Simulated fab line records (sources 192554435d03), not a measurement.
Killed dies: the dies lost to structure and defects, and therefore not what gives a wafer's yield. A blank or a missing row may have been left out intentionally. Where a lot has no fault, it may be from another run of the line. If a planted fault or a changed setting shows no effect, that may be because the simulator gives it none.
What tool caused it? :: flow n5_finfet :: 19 wafers from 8 lots sampled at 2 of the route's 1938 steps

## WHAT THE GAUGES READ, wafer by wafer
N5_BEOL_M13_CD_MEAS_17 targets a cd of 190 nm.
lot: L911
measured: day 10 23:17
on: cd_sem-01
cd_nm (nm): 189.2 193.3 192.0

lot: L912
measured: day 11 13:59
on: cd_sem-03
cd_nm (nm): 189.5 189.3

lot: L916
measured: day 12 05:48
on: cd_sem-02
cd_nm (nm): 191.9 191.1 189.1

lot: L921
measured: day 13 17:46
on: cd_sem-01
cd_nm (nm): 190.0 192.2

lot: L919
measured: day 13 18:49
on: cd_sem-01
cd_nm (nm): 188.9 190.5 191.0

lot: L925
measured: day 15 08:13
on: cd_sem-03
cd_nm (nm): 187.5 188.7

lot: L926
measured: day 15 11:39
on: cd_sem-01
cd_nm (nm): 191.7 192.7

lot: L930
measured: day 16 12:56
on: cd_sem-02
cd_nm (nm): 190.7 190.2

## TOOL THAT RAN EACH LOT (tool first, then ch and the chambers of the sampled wafers, then the start)
lot: L911
N5_BEOL_M13_DESCUM_15: rie_diel-04 ch 2,3, day 10 22:44

lot: L912
N5_BEOL_M13_DESCUM_15: rie_diel-04 ch 1,2, day 11 13:23

lot: L916
N5_BEOL_M13_DESCUM_15: rie_diel-04 ch 0,2,3, day 12 05:16

lot: L921
N5_BEOL_M13_DESCUM_15: rie_diel-01 ch 0,3, day 13 17:14

lot: L919
N5_BEOL_M13_DESCUM_15: rie_diel-05 ch 1,3, day 13 18:09

lot: L925
N5_BEOL_M13_DESCUM_15: rie_diel-04 ch 1,3, day 15 07:40

lot: L926
N5_BEOL_M13_DESCUM_15: rie_diel-01 ch 3, day 15 11:07

lot: L930
N5_BEOL_M13_DESCUM_15: rie_diel-05 ch 0,2, day 16 12:25
- N5_BEOL_M13_DESCUM_15: chemistry O2, time 7.9 s.

## THE ANSWER, worked out from the rows above alone
Rule: what is usual is taken from the lots themselves. Put in order of their means at a reading, lots are off if they are a third of the lots or fewer, leave a main group of 4 or more, and stand apart from it by a gap of 3 or more times the standard deviation of the main group's means; of several such gaps the widest counts. Not used: any main group whose means are identical at the precision the tables above print for the reading. Also off: a lot with no number at a reading for which 4 or more lots have one. All remaining lots with rows at the step are treated as sound.
None of the lots is off at any reading shown; this tells nothing.

## WHAT WAS PUT IN BY THE SIMULATOR
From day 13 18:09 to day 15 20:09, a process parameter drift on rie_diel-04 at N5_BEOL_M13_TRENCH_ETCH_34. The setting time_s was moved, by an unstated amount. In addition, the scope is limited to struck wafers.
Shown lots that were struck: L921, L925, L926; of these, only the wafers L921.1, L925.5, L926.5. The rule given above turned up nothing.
